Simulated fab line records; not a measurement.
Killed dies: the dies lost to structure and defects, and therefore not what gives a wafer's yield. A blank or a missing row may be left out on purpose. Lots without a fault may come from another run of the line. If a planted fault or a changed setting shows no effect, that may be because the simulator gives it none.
fab line records    flow n5_finfet
record lots=24  wafers=72  last_day=17
route steps=1938 shown BEOL_M9@1459 BEOL_M10@1471
lots that met no fault: taken from a fault-free run of the same line
start_h: hours from the record's opening day to when the first of the lot's shown wafers began    wait_h: hours elapsed since this lot's preceding step    " the same as in the row above    L1.1+2: one row covering several wafers at once    - no value, or no start given    * or withheld: withheld    < > ~ a bound
route shown NAME@n: a module of which the file shows steps, and the number in the route of the first    usual: average and standard deviation across the fault-free wafers    same: alike in all rows    chamber/n: place in a boat    sites: per-site readings    _std_site: how widely they spread, as a standard deviation    _edge_site: inner sites' mean taken away from outer sites' mean    radius_mm: for every site, how far away it sits from the centre of the wafer    mask NAME#n: copy n    behind: the tool/chamber that last shaped the wafer    hold: the reason the lot was held/the length of the hold in hours/how it ended    device: which transistor (n, p or np) failed to switch    end of line: tests run on the same wafers once the route is complete    a step with no rows: only its recipe    killed: the dies lost at the first sort to structure and to defects; this is not the yield of the wafer    map: the dies of a wafer, with x for killed, . for not killed, _ for no die there
set.NAME: setting as actually run; set.NAME@STEP: the setting as run at that earlier step    model.NAME: the simulator's own value behind a step, which no gauge read
the route's steps for a sample of lots (tables are steps, rows are wafers)
services: from which hour (start_h, from the record's first day; less than 0 if before it) a tool's chamber was out of use, for how many hours, and why
## steps
# step N5_BEOL_M9_SURFACE_TREAT_79
# recipe gas=Ar  time_s=*  ion_energy_ev=*  ion_current_ma_cm2=0.5  pressure_mtorr=*  ar_flow_sccm=30
# usual throttle_valve_pct=*
lot.wafer  tool            chamber  start_h  wait_h  throttle_valve_pct
L074.2     pvd_sputter-01  -        206.41   0.3     *
L074.3     "               -        "        "       *
L074.5     "               -        "        "       *
L075.3     pvd_sputter-03  -        207.89   0.3     *
L075.4     "               -        "        "       *
L075.6     "               -        "        "       *
L076.3     pvd_sputter-03  -        227.27   0.2     *
L076.4     "               -        "        "       *
L076.6     "               -        "        "       *
L077.1     pvd_sputter-01  -        227.35   0.2     *
L077.3     "               -        "        "       *
L077.4     "               -        "        "       *
L078.1     pvd_sputter-03  -        233.61   1.5     *
L078.3     "               -        "        "       *
L078.5     "               -        "        "       *
L081.1     pvd_sputter-02  -        250.92   0.3     *
L081.2     "               -        "        "       *
L081.3     "               -        "        "       *
L079.1     pvd_sputter-03  -        253.04   1.8     *
L079.4     "               -        "        "       *
L079.6     "               -        "        "       *
L080.1     pvd_sputter-01  -        254.19   0.2     *
L080.2     "               -        "        "       *
L080.4     "               -        "        "       *
L082.2     pvd_sputter-01  -        261.47   0.2     *
L082.4     "               -        "        "       *
L082.6     "               -        "        "       *
L083.3     pvd_sputter-01  -        275.56   0.2     *
L083.5     "               -        "        "       *
L083.6     "               -        "        "       *
L084.3     pvd_sputter-03  -        282.90   0.2     *
L084.4     "               -        "        "       *
L084.5     "               -        "        "       *
L085.3     pvd_sputter-01  -        287.28   0.2     *
L085.5     "               -        "        "       *
L085.6     "               -        "        "       *
L086.2     pvd_sputter-03  -        291.05   0.2     *
L086.3     "               -        "        "       *
L086.5     "               -        "        "       *
L088.3     pvd_sputter-01  -        299.85   0.2     *
L088.4     "               -        "        "       *
L088.6     "               -        "        "       *
L087.2     pvd_sputter-02  -        303.85   0.5     *
L087.3     "               -        "        "       *
L087.4     "               -        "        "       *
L089.4     pvd_sputter-01  -        306.45   0.4     *
L089.5     "               -        "        "       *
L089.6     "               -        "        "       *
L091.1     pvd_sputter-02  -        316.50   0.2     *
L091.2     "               -        "        "       *
L091.5     "               -        "        "       *
L090.3     pvd_sputter-01  -        318.76   0.2     *
L090.4     "               -        "        "       *
L090.5     "               -        "        "       *
L093.1     pvd_sputter-03  -        331.23   0.2     *
L093.2     "               -        "        "       *
L093.3     "               -        "        "       *
L092.1     pvd_sputter-03  -        331.61   0.2     *
L092.2     "               -        "        "       *
L092.3     "               -        "        "       *
L095.1     pvd_sputter-01  -        339.35   0.2     *
L095.2     "               -        "        "       *
L095.3     "               -        "        "       *
L097.1     pvd_sputter-03  -        339.89   0.2     *
L097.3     "               -        "        "       *
L097.6     "               -        "        "       *
L094.2     pvd_sputter-03  -        344.13   0.2     *
L094.4     "               -        "        "       *
L094.5     "               -        "        "       *
L096.2     pvd_sputter-02  -        344.45   0.2     *
L096.3     "               -        "        "       *
L096.4     "               -        "        "       *
# step N5_BEOL_M9_ANNEAL_51
# recipe temp_c=225  time_s=90  ambient=N2
# usual wafer_temp_C_max=226.9/0.35
lot.wafer  tool           chamber  start_h  wait_h  wafer_temp_C_max
L074.2     rtp_anneal-01  0        207.59   0.2     226.9
L074.3     "              0        "        "       226.4
L074.5     "              0        "        "       226.7
L075.3     rtp_anneal-02  0        208.46   0.1     227.0
L075.4     "              0        "        "       226.7
L075.6     "              0        "        "       226.2
L076.3     rtp_anneal-02  0        228.25   0.3     226.6
L076.4     "              0        "        "       226.5
L076.6     "              0        "        "       226.5
L077.1     rtp_anneal-02  0        228.43   0.4     226.9
L077.3     "              0        "        "       227.0
L077.4     "              0        "        "       227.4
L078.1     rtp_anneal-01  0        234.42   0.3     226.9
L078.3     "              0        "        "       226.5
L078.5     "              0        "        "       226.8
L081.1     rtp_anneal-01  0        251.50   0.2     226.8
L081.2     "              0        "        "       226.7
L081.3     "              0        "        "       226.6
L079.1     rtp_anneal-02  0        253.55   0.1     226.9
L079.4     "              0        "        "       227.2
L079.6     "              0        "        "       227.3
L080.1     rtp_anneal-02  0        256.52   0.1     226.7
L080.2     "              0        "        "       226.3
L080.4     "              0        "        "       226.9
L082.2     rtp_anneal-01  0        262.09   0.2     226.2
L082.4     "              0        "        "       226.8
L082.6     "              0        "        "       226.5
L083.3     rtp_anneal-02  0        276.44   0.3     227.8
L083.5     "              0        "        "       227.2
L083.6     "              0        "        "       226.4
L084.3     rtp_anneal-01  0        283.48   0.1     226.5
L084.4     "              0        "        "       226.6
L084.5     "              0        "        "       227.3
L085.3     rtp_anneal-01  0        287.77   0.1     226.8
L085.5     "              0        "        "       226.6
L085.6     "              0        "        "       226.7
L086.2     rtp_anneal-02  0        291.65   0.1     227.5
L086.3     "              0        "        "       226.8
L086.5     "              0        "        "       227.1
L088.3     rtp_anneal-01  0        300.90   0.4     226.5
L088.4     "              0        "        "       226.2
L088.6     "              0        "        "       226.4
L087.2     rtp_anneal-01  0        304.88   0.1     227.3
L087.3     "              0        "        "       226.9
L087.4     "              0        "        "       226.5
L089.4     rtp_anneal-02  0        307.99   1.1     227.0
L089.5     "              0        "        "       227.1
L089.6     "              0        "        "       227.0
L091.1     rtp_anneal-02  0        317.38   0.1     227.5
L091.2     "              0        "        "       227.2
L091.5     "              0        "        "       227.0
L090.3     rtp_anneal-02  0        319.37   0.2     227.7
L090.4     "              0        "        "       226.9
L090.5     "              0        "        "       226.8
L093.1     rtp_anneal-02  0        331.73   0.1     227.0
L093.2     "              0        "        "       226.2
L093.3     "              0        "        "       227.2
L092.1     rtp_anneal-02  0        332.54   0.2     227.2
L092.2     "              0        "        "       227.2
L092.3     "              0        "        "       227.1
L095.1     rtp_anneal-01  0        339.94   0.1     226.6
L095.2     "              0        "        "       226.4
L095.3     "              0        "        "       226.0
L097.1     rtp_anneal-02  0        340.33   0.1     226.8
L097.3     "              0        "        "       226.6
L097.6     "              0        "        "       227.1
L094.2     rtp_anneal-02  0        344.93   0.4     227.1
L094.4     "              0        "        "       226.8
L094.5     "              0        "        "       226.4
L096.2     rtp_anneal-02  0        345.20   0.4     226.8
L096.3     "              0        "        "       226.9
L096.4     "              0        "        "       226.5
# step N5_BEOL_M10_CURE_71
# recipe temp_c=385  time_s=240  ambient=He/Ar  material=SiCOH_lowk
# usual lamp_power_pct=52.31/0.049  wafer_temp_C_max=386.6/0.62
lot.wafer  tool        chamber  start_h  wait_h  lamp_power_pct  wafer_temp_C_max
L074.2     uv_cure-03  0        208.55   0.1     52.41           387.9
L074.3     "           0        "        "       52.34           386.5
L074.5     "           0        "        "       52.34           386.9
L075.3     uv_cure-03  0        209.40   0.2     52.38           387.1
L075.4     "           0        "        "       52.27           387.5
L075.6     "           0        "        "       52.30           387.0
L076.3     uv_cure-02  1        229.22   0.2     52.31           386.2
L076.4     "           1        "        "       52.31           386.5
L076.6     "           1        "        "       52.27           386.5
L077.1     uv_cure-03  2        229.30   0.0     52.30           386.3
L077.3     "           2        "        "       52.24           386.6
L077.4     "           2        "        "       52.28           386.0
L078.1     uv_cure-02  1        235.37   0.0     52.23           387.1
L078.3     "           1        "        "       52.36           386.1
L078.5     "           1        "        "       52.31           387.1
L081.1     uv_cure-03  1        252.37   0.0     52.22           385.6
L081.2     "           1        "        "       52.35           385.6
L081.3     "           1        "        "       52.34           385.5
L079.1     uv_cure-01  1        254.48   0.0     52.27           387.0
L079.4     "           1        "        "       52.26           386.4
L079.6     "           1        "        "       52.30           386.8
L080.1     uv_cure-02  1        257.39   0.0     52.35           386.5
L080.2     "           1        "        "       52.22           386.3
L080.4     "           1        "        "       52.33           386.7
L082.2     uv_cure-01  1        263.09   0.2     52.29           386.8
L082.4     "           1        "        "       52.30           386.5
L082.6     "           1        "        "       52.31           386.0
L083.3     uv_cure-01  0        277.40   0.2     52.35           386.1
L083.5     "           0        "        "       52.30           386.5
L083.6     "           0        "        "       52.34           386.8
L084.3     uv_cure-02  1        284.44   0.2     52.33           386.7
L084.4     "           1        "        "       52.31           386.1
L084.5     "           1        "        "       52.28           386.4
L085.3     uv_cure-01  0        288.71   0.2     52.31           386.5
L085.5     "           0        "        "       52.38           386.6
L085.6     "           0        "        "       52.24           385.9
L086.2     uv_cure-01  0        292.55   0.1     52.36           385.8
L086.3     "           0        "        "       52.24           385.9
L086.5     "           0        "        "       52.32           385.9
L088.3     uv_cure-03  0        302.03   0.4     52.23           387.1
L088.4     "           0        "        "       52.31           388.1
L088.6     "           0        "        "       52.35           387.2
L087.2     uv_cure-03  0        305.79   0.1     52.29           387.2
L087.3     "           0        "        "       52.26           387.9
L087.4     "           0        "        "       52.27           388.2
L089.4     uv_cure-01  1        309.10   0.3     52.28           386.4
L089.5     "           1        "        "       52.28           386.1
L089.6     "           1        "        "       52.24           386.6
L091.1     uv_cure-03  1        318.31   0.1     52.35           386.2
L091.2     "           1        "        "       52.37           385.7
L091.5     "           1        "        "       52.28           386.3
L090.3     uv_cure-01  2        320.48   0.4     52.31           387.0
L090.4     "           2        "        "       52.34           388.0
L090.5     "           2        "        "       52.40           387.1
L093.1     uv_cure-02  2        332.63   0.0     52.28           387.7
L093.2     "           2        "        "       52.34           387.5
L093.3     "           2        "        "       52.36           387.4
L092.1     uv_cure-02  0        333.59   0.2     52.37           387.3
L092.2     "           0        "        "       52.38           386.8
L092.3     "           0        "        "       52.36           386.4
L095.1     uv_cure-03  2        340.80   0.0     52.31           386.5
L095.2     "           2        "        "       52.32           386.5
L095.3     "           2        "        "       52.29           386.4
L097.1     uv_cure-02  1        341.27   0.1     52.40           386.3
L097.3     "           1        "        "       52.38           386.3
L097.6     "           1        "        "       52.23           386.2
L094.2     uv_cure-02  2        345.91   0.2     52.34           387.3
L094.4     "           2        "        "       52.36           386.3
L094.5     "           2        "        "       52.33           387.0
L096.2     uv_cure-03  1        346.30   0.3     52.22           385.6
L096.3     "           1        "        "       52.29           385.6
L096.4     "           1        "        "       52.44           386.3
# step N5_BEOL_M10_CD_MEAS_18
# recipe pitch_nm=140  target_cd_nm=70
# usual cd_nm=70.2/0.83
lot.wafer  tool       chamber  start_h  wait_h  cd_nm
L074.2     cd_sem-03  -        212.18   0.1     71.5
L074.3     "          -        "        "       70.6
L074.5     "          -        "        "       69.7
L075.3     cd_sem-01  -        212.53   0.1     69.5
L075.4     "          -        "        "       69.5
L075.6     "          -        "        "       68.8
L076.3     cd_sem-01  -        231.38   0.1     69.9
L076.4     "          -        "        "       69.8
L076.6     "          -        "        "       70.4
L077.1     cd_sem-03  -        232.04   0.0     70.1
L077.3     "          -        "        "       69.0
L077.4     "          -        "        "       69.4
L078.1     cd_sem-01  -        238.39   0.0     69.6
L078.3     "          -        "        "       69.0
L078.5     "          -        "        "       70.4
L081.1     cd_sem-01  -        254.70   0.0     69.6
L081.2     "          -        "        "       70.1
L081.3     "          -        "        "       69.6
L079.1     cd_sem-02  -        258.30   0.0     70.0
L079.4     "          -        "        "       71.1
L079.6     "          -        "        "       71.5
L080.1     cd_sem-01  -        259.50   0.0     71.1
L080.2     "          -        "        "       70.5
L080.4     "          -        "        "       70.6
L082.2     cd_sem-03  -        266.30   0.1     70.1
L082.4     "          -        "        "       70.3
L082.6     "          -        "        "       69.5
L083.3     cd_sem-03  -        279.49   0.1     71.5
L083.5     "          -        "        "       71.4
L083.6     "          -        "        "       72.1
L084.3     cd_sem-03  -        287.61   0.1     70.7
L084.4     "          -        "        "       72.0
L084.5     "          -        "        "       70.4
L085.3     cd_sem-02  -        291.37   0.1     70.8
L085.5     "          -        "        "       70.6
L085.6     "          -        "        "       71.1
L086.2     cd_sem-03  -        294.15   0.1     70.2
L086.3     "          -        "        "       70.5
L086.5     "          -        "        "       71.1
L088.3     cd_sem-02  -        304.22   0.1     69.7
L088.4     "          -        "        "       70.0
L088.6     "          -        "        "       70.8
L087.2     cd_sem-03  -        308.01   0.1     69.0
L087.3     "          -        "        "       69.7
L087.4     "          -        "        "       70.1
L089.4     cd_sem-02  -        313.13   0.1     70.9
L089.5     "          -        "        "       70.2
L089.6     "          -        "        "       71.0
L091.1     cd_sem-03  -        320.18   0.0     71.3
L091.2     "          -        "        "       71.1
L091.5     "          -        "        "       70.8
L090.3     cd_sem-02  -        323.69   0.1     69.5
L090.4     "          -        "        "       68.9
L090.5     "          -        "        "       69.1
L093.1     cd_sem-02  -        335.96   0.0     68.9
L093.2     "          -        "        "       69.4
L093.3     "          -        "        "       69.7
L092.1     cd_sem-03  -        337.61   0.0     69.6
L092.2     "          -        "        "       69.3
L092.3     "          -        "        "       68.8
L095.1     cd_sem-01  -        344.58   0.0     71.4
L095.2     "          -        "        "       70.7
L095.3     "          -        "        "       70.5
L097.1     cd_sem-02  -        344.71   0.0     69.3
L097.3     "          -        "        "       69.0
L097.6     "          -        "        "       70.7
L094.2     cd_sem-01  -        348.35   0.1     70.3
L094.4     "          -        "        "       70.6
L094.5     "          -        "        "       70.6
L096.2     cd_sem-01  -        348.50   0.1     71.5
L096.3     "          -        "        "       70.9
L096.4     "          -        "        "       70.1
# step N5_BEOL_M10_STRIP_36
# recipe chemistry=N2/H2  power_w=450  temp_c=40  pressure_mtorr=20  rf_frequency_hz=6e+07  overash_fraction=0.3  bias_power_w=7  h2_frac=0.5  n2_flow_sccm=200  h2_flow_sccm=200
# usual bias_power_w=7.003/0.019  drypump_motor_current_A=5.8/0.55  h2_flow_sccm=200.0/0.6  oes_product_au=0.80/0.05  rf_vpp_V=59.2/2  showerhead_plenum_p_Torr=2.55/0.088  throttle_valve_pct=23.8/0.39
lot.wafer  tool         chamber  start_h  wait_h  bias_power_w  drypump_motor_current_A  h2_flow_sccm  oes_product_au  rf_hours_counter_h  rf_vpp_V  showerhead_plenum_p_Torr  throttle_valve_pct
L074.2     rie_diel-03  3        213.91   0.0     7.010         5.3                      198.8         0.87            75                  59.3      2.69                      24.2
L074.3     "            0        "        "       7.006         5.5                      199.8         0.90            25                  59.1      2.59                      23.7
L074.5     "            3        "        "       7.021         5.3                      200.0         0.85            -                   63.3      2.70                      24.3
L075.3     rie_diel-01  2        214.16   0.0     7.051         6.3                      198.6         0.86            51                  55.0      2.59                      24.0
L075.4     "            0        "        "       6.997         5.3                      200.2         0.82            95                  57.3      2.55                      23.2
L075.6     "            0        "        "       6.983         5.2                      199.1         0.82            -                   57.6      2.55                      23.2
L076.3     rie_diel-01  3        232.32   0.0     6.991         5.5                      199.7         0.79            113                 62.5      2.55                      24.3
L076.4     "            1        "        "       7.027         6.0                      199.9         0.84            92                  58.9      2.44                      24.0
L076.6     "            1        "        "       7.000         6.0                      200.9         0.83            -                   59.5      2.44                      24.0
L077.1     rie_diel-06  2        233.43   0.0     7.004         5.1                      200.1         0.71            183                 59.3      2.42                      23.7
L077.3     "            1        "        "       6.993         5.7                      200.2         0.87            73                  58.7      2.57                      23.6
L077.4     "            0        "        "       7.003         6.4                      199.1         0.83            67                  60.5      2.68                      23.1
L078.1     rie_diel-01  2        241.14   0.0     6.992         6.3                      200.3         0.85            58                  65.8      2.58                      24.0
L078.3     "            3        "        "       7.016         5.5                      200.8         0.78            118                 58.0      2.55                      24.3
L078.5     "            2        "        "       6.978         6.3                      201.1         0.85            -                   60.7      2.58                      24.0
L081.1     rie_diel-06  3        257.81   0.0     7.036         6.8                      201.0         0.84            70                  61.6      2.68                      23.7
L081.2     "            2        "        "       7.006         5.1                      200.3         0.71            191                 61.9      2.42                      23.7
L081.3     "            0        "        "       7.035         6.4                      200.1         0.84            76                  62.1      2.67                      23.1
L079.1     rie_diel-03  1        259.09   0.0     6.995         6.6                      199.3         0.76            141                 59.1      2.55                      24.5
L079.4     "            0        "        "       7.041         5.5                      199.5         0.87            40                  57.5      2.58                      23.7
L079.6     "            2        "        "       6.978         5.7                      199.0         0.74            -                   57.5      2.42                      23.6
L080.1     rie_diel-01  3        261.15   0.0     7.046         5.6                      200.1         0.78            124                 58.9      2.54                      24.3
L080.2     "            1        "        "       6.973         6.0                      200.8         0.83            102                 60.1      2.44                      24.0
L080.4     "            0        "        "       6.977         5.2                      199.5         0.79            112                 57.0      2.55                      23.2
L082.2     rie_diel-01  1        268.11   0.0     7.004         6.0                      200.3         0.83            104                 56.6      2.44                      24.0
L082.4     "            0        "        "       7.004         5.2                      200.9         0.79            114                 58.5      2.54                      23.3
L082.6     "            1        "        "       6.999         6.0                      199.9         0.83            -                   58.8      2.44                      24.0
L083.3     rie_diel-06  2        281.16   0.0     7.017         5.1                      199.5         0.70            199                 56.5      2.42                      23.7
L083.5     "            2        "        "       7.046         5.1                      198.9         0.69            -                   60.6      2.42                      23.7
L083.6     "            3        "        "       6.979         6.8                      200.1         0.84            -                   58.1      2.68                      23.8
L084.3     rie_diel-03  3        289.60   0.0     6.984         5.3                      200.3         0.82            102                 60.2      2.68                      24.3
L084.4     "            1        "        "       6.996         6.6                      199.8         0.76            150                 62.1      2.55                      24.5
L084.5     "            0        "        "       6.977         5.6                      199.5         0.88            -                   57.6      2.58                      23.8
L085.3     rie_diel-06  2        292.13   0.0     7.011         5.1                      201.3         0.68            204                 60.2      2.41                      23.7
L085.5     "            1        "        "       6.998         5.7                      200.8         0.82            -                   63.7      2.56                      23.7
L085.6     "            0        "        "       6.974         6.4                      200.2         0.81            -                   60.0      2.67                      23.1
L086.2     rie_diel-06  2        298.65   0.0     7.002         5.1                      199.6         0.68            206                 56.9      2.41                      23.7
L086.3     "            0        "        "       6.992         6.4                      199.9         0.81            88                  62.7      2.67                      23.1
L086.5     "            0        "        "       7.008         6.4                      199.8         0.81            -                   58.1      2.66                      23.1
L088.3     rie_diel-03  1        304.99   0.0     7.015         6.5                      199.7         0.76            154                 58.4      2.54                      24.5
L088.4     "            0        "        "       6.996         5.6                      200.1         0.85            57                  60.2      2.57                      23.7
L088.6     "            2        "        "       6.991         5.7                      199.3         0.75            -                   57.9      2.42                      23.6
L087.2     rie_diel-01  3        311.27   0.0     6.998         5.6                      200.0         0.77            141                 58.6      2.54                      24.4
L087.3     "            1        "        "       6.999         6.0                      199.0         0.82            119                 60.8      2.43                      24.1
L087.4     "            2        "        "       6.994         6.3                      201.0         0.82            81                  62.6      2.57                      24.0
L089.4     rie_diel-06  1        315.29   0.0     7.000         5.7                      199.7         0.82            100                 60.3      2.55                      23.7
L089.5     "            3        "        "       6.988         6.8                      200.0         0.84            -                   56.8      2.67                      23.8
L089.6     "            2        "        "       6.985         5.1                      199.3         0.69            -                   57.6      2.41                      23.7
L091.1     rie_diel-01  0        321.43   0.0     6.999         5.2                      201.1         0.78            132                 59.2      2.54                      23.3
L091.2     "            2        "        "       7.030         6.3                      200.0         0.82            85                  60.4      2.57                      24.0
L091.5     "            2        "        "       7.017         6.3                      199.5         0.80            -                   56.5      2.57                      24.0
L090.3     rie_diel-01  2        324.56   0.0     7.002         6.3                      200.3         0.81            87                  56.7      2.57                      24.0
L090.4     "            0        "        "       6.997         5.2                      200.3         0.78            133                 61.2      2.54                      23.2
L090.5     "            3        "        "       7.003         5.5                      199.5         0.76            -                   61.6      2.54                      24.3
L093.1     rie_diel-01  2        338.89   0.0     7.027         6.3                      199.8         0.81            93                  60.2      2.57                      24.0
L093.2     "            3        "        "       7.021         5.5                      200.3         0.76            152                 56.0      2.53                      24.4
L093.3     "            1        "        "       6.970         6.1                      200.2         0.80            130                 58.6      2.43                      24.1
L092.1     rie_diel-06  3        339.06   0.0     6.978         6.8                      199.9         0.81            98                  57.0      2.67                      23.8
L092.2     "            0        "        "       7.007         6.4                      200.7         0.79            103                 58.5      2.66                      23.2
L092.3     "            1        "        "       7.001         5.7                      199.7         0.81            110                 55.4      2.55                      23.7
L095.1     rie_diel-06  2        346.64   0.0     6.988         5.1                      201.0         0.68            224                 62.5      2.41                      23.7
L095.2     "            3        "        "       6.988         6.8                      200.2         0.83            100                 59.6      2.67                      23.8
L095.3     "            0        "        "       6.982         6.4                      199.8         0.79            105                 56.5      2.66                      23.2
L097.1     rie_diel-06  3        347.14   0.0     7.006         6.8                      200.3         0.80            101                 58.0      2.67                      23.8
L097.3     "            0        "        "       6.998         6.4                      200.4         0.79            105                 54.6      2.66                      23.2
L097.6     "            3        "        "       7.006         6.8                      200.4         0.81            -                   57.6      2.67                      23.8
L094.2     rie_diel-01  3        349.23   0.0     7.014         5.5                      199.1         0.76            156                 60.7      2.53                      24.4
L094.4     "            2        "        "       7.025         6.2                      200.5         0.79            97                  61.7      2.57                      24.0
L094.5     "            2        "        "       7.001         6.3                      199.4         0.79            -                   60.7      2.57                      24.0
L096.2     rie_diel-03  0        349.67   0.0     6.967         5.5                      200.4         0.82            74                  59.1      2.57                      23.8
L096.3     "            3        "        "       7.009         5.3                      199.5         0.81            118                 64.0      2.68                      24.3
L096.4     "            1        "        "       7.027         6.6                      199.4         0.73            171                 61.2      2.54                      24.5
# step N5_BEOL_M10_ETCH_41
# recipe chemistry=CH3F/O2  target=SiCN  target_depth_a=426  taper_deg=2  time_s=86  ion_energy_ev=120  mask_material=TiN  pressure_mtorr=30  source_w=395  bias_w=75  Ar_flow_sccm=150  CH3F_flow_sccm=30  O2_flow_sccm=20
# usual CH3F_flow_sccm=30.00/0.087  drypump_motor_current_A=5.8/0.54  oes_product_au=0.79/0.049  rf_vpp_V=297.6/1.5  showerhead_plenum_p_Torr=2.01/0.069  throttle_valve_pct=16.41/0.22
lot.wafer  tool         chamber  start_h  wait_h  CH3F_flow_sccm  drypump_motor_current_A  oes_product_au  rf_hours_counter_h  rf_vpp_V  showerhead_plenum_p_Torr  throttle_valve_pct
L074.2     rie_diel-03  3        -        -       29.90           5.2                      0.85            75                  299.4     2.12                      16.43
L074.3     "            0        "        "       29.93           5.6                      0.89            25                  297.9     2.05                      16.22
L074.5     "            3        "        "       29.93           5.3                      0.85            -                   297.7     2.12                      16.42
L075.3     rie_diel-01  2        -        -       29.89           6.3                      0.85            51                  297.6     2.03                      16.40
L075.4     "            0        "        "       30.03           5.2                      0.82            95                  297.5     2.03                      16.09
L075.6     "            0        "        "       29.86           5.2                      0.82            -                   298.9     2.03                      16.08
L076.3     rie_diel-01  3        -        -       30.03           5.6                      0.78            113                 297.2     2.01                      16.52
L076.4     "            1        "        "       30.11           6.0                      0.83            92                  297.4     1.95                      16.72
L076.6     "            1        "        "       29.92           6.0                      0.84            -                   295.4     1.95                      16.73
L077.1     rie_diel-06  2        -        -       29.88           5.1                      0.71            183                 295.8     1.90                      16.47
L077.3     "            1        "        "       30.04           5.7                      0.86            73                  296.8     2.04                      16.34
L077.4     "            0        "        "       30.01           6.4                      0.82            67                  298.7     2.12                      15.92
L078.1     rie_diel-01  2        -        -       29.93           6.2                      0.84            58                  297.7     2.03                      16.41
L078.3     "            3        "        "       29.98           5.5                      0.77            118                 297.8     2.01                      16.55
L078.5     "            2        "        "       30.05           6.3                      0.84            -                   298.5     2.03                      16.40
L081.1     rie_diel-06  3        -        -       29.88           6.8                      0.84            70                  300.4     2.10                      16.28
L081.2     "            2        "        "       30.10           5.1                      0.70            191                 295.2     1.89                      16.49
L081.3     "            0        "        "       30.08           6.4                      0.82            76                  299.6     2.11                      15.94
L079.1     rie_diel-03  1        -        -       29.91           6.6                      0.76            142                 297.5     2.00                      16.68
L079.4     "            0        "        "       29.97           5.5                      0.86            40                  299.6     2.04                      16.24
L079.6     "            2        "        "       30.02           5.7                      0.75            -                   296.0     1.93                      16.50
L080.1     rie_diel-01  3        -        -       30.01           5.6                      0.77            124                 297.9     2.01                      16.57
L080.2     "            1        "        "       30.07           6.0                      0.83            102                 296.2     1.94                      16.75
L080.4     "            0        "        "       29.97           5.2                      0.79            112                 297.7     2.02                      16.13
L082.2     rie_diel-01  1        -        -       30.02           6.0                      0.82            104                 295.3     1.94                      16.76
L082.4     "            0        "        "       30.07           5.2                      0.79            114                 297.3     2.02                      16.14
L082.6     "            1        "        "       29.96           6.0                      0.82            -                   294.8     1.94                      16.77
L083.3     rie_diel-06  2        -        -       29.98           5.1                      0.70            199                 294.6     1.89                      16.48
L083.5     "            2        "        "       29.89           5.1                      0.70            -                   296.0     1.89                      16.49
L083.6     "            3        "        "       29.92           6.8                      0.84            -                   300.4     2.10                      16.28
L084.3     rie_diel-03  3        -        -       29.92           5.3                      0.82            102                 299.4     2.11                      16.46
L084.4     "            1        "        "       30.12           6.6                      0.75            150                 297.1     1.99                      16.73
L084.5     "            0        "        "       29.87           5.5                      0.84            -                   297.9     2.04                      16.25
L085.3     rie_diel-06  2        -        -       29.98           5.1                      0.70            204                 295.4     1.89                      16.51
L085.5     "            1        "        "       29.92           5.7                      0.84            -                   298.0     2.03                      16.36
L085.6     "            0        "        "       29.91           6.4                      0.80            -                   299.1     2.11                      15.96
L086.2     rie_diel-06  2        -        -       29.85           5.1                      0.69            207                 296.1     1.89                      16.51
L086.3     "            0        "        "       29.98           6.4                      0.81            88                  299.4     2.11                      15.96
L086.5     "            0        "        "       30.06           6.4                      0.80            -                   299.3     2.11                      15.96
L088.3     rie_diel-03  1        -        -       30.15           6.6                      0.75            154                 296.4     1.99                      16.72
L088.4     "            0        "        "       30.01           5.5                      0.83            57                  296.7     2.04                      16.28
L088.6     "            2        "        "       30.14           5.7                      0.74            -                   295.3     1.92                      16.53
L087.2     rie_diel-01  3        -        -       30.05           5.5                      0.76            141                 297.2     2.00                      16.59
L087.3     "            1        "        "       29.97           6.0                      0.81            119                 295.2     1.94                      16.77
L087.4     "            2        "        "       29.99           6.3                      0.80            81                  297.0     2.02                      16.47
L089.4     rie_diel-06  1        -        -       29.99           5.7                      0.83            100                 298.2     2.03                      16.39
L089.5     "            3        "        "       29.98           6.8                      0.82            -                   300.5     2.10                      16.30
L089.6     "            2        "        "       30.04           5.1                      0.67            -                   295.2     1.89                      16.52
L091.1     rie_diel-01  0        -        -       30.16           5.3                      0.78            132                 296.7     2.01                      16.16
L091.2     "            2        "        "       29.84           6.3                      0.80            85                  297.3     2.02                      16.46
L091.5     "            2        "        "       30.01           6.3                      0.81            -                   297.2     2.02                      16.47
L090.3     rie_diel-01  2        -        -       30.11           6.3                      0.79            87                  299.9     2.02                      16.45
L090.4     "            0        "        "       30.04           5.2                      0.77            133                 296.8     2.01                      16.17
L090.5     "            3        "        "       30.09           5.5                      0.75            -                   296.9     2.00                      16.60
L093.1     rie_diel-01  2        -        -       30.07           6.2                      0.79            93                  298.8     2.02                      16.49
L093.2     "            3        "        "       29.93           5.5                      0.74            152                 296.7     2.00                      16.62
L093.3     "            1        "        "       30.10           6.0                      0.79            130                 297.0     1.93                      16.80
L092.1     rie_diel-06  3        -        -       29.93           6.7                      0.81            98                  299.9     2.09                      16.31
L092.2     "            0        "        "       30.12           6.4                      0.79            103                 299.4     2.10                      15.97
L092.3     "            1        "        "       29.95           5.7                      0.82            110                 297.7     2.02                      16.42
L095.1     rie_diel-06  2        -        -       29.97           5.1                      0.67            224                 296.3     1.88                      16.53
L095.2     "            3        "        "       29.86           6.8                      0.80            101                 297.6     2.09                      16.32
L095.3     "            0        "        "       30.01           6.4                      0.79            105                 299.2     2.10                      15.99
L097.1     rie_diel-06  3        -        -       29.98           6.8                      0.82            101                 300.7     2.09                      16.33
L097.3     "            0        "        "       29.98           6.4                      0.80            105                 299.2     2.10                      16.00
L097.6     "            3        "        "       30.15           6.7                      0.81            -                   300.1     2.09                      16.34
L094.2     rie_diel-01  3        -        -       30.07           5.6                      0.75            156                 296.5     1.99                      16.62
L094.4     "            2        "        "       30.01           6.3                      0.79            97                  298.6     2.01                      16.49
L094.5     "            2        "        "       29.97           6.2                      0.79            -                   297.0     2.01                      16.49
L096.2     rie_diel-03  0        -        -       29.86           5.5                      0.81            74                  298.2     2.03                      16.31
L096.3     "            3        "        "       30.00           5.2                      0.80            118                 300.2     2.11                      16.50
L096.4     "            1        "        "       30.03           6.6                      0.73            171                 298.2     1.99                      16.76
## services
tool           chamber  start_h  hours  kind
rie_diel-06    -        182.72   0.3    repair
rie_diel-03    -        189.91   1.7    repair
uv_cure-01     -        207.63   14.6   pm
uv_cure-03     -        234.40   1.0    pm
rtp_anneal-01  -        244.69   2.8    pm
rie_diel-03    1        275.76   6.8    repair
uv_cure-01     -        276.62   0.5    repair
uv_cure-03     -        297.98   0.5    repair
uv_cure-02     -        311.98   9.2    pm
rie_diel-06    -        314.19   0.5    repair
uv_cure-01     -        328.72   28.1   pm
rie_diel-03    -        329.47   4.0    pm
## key
fault none
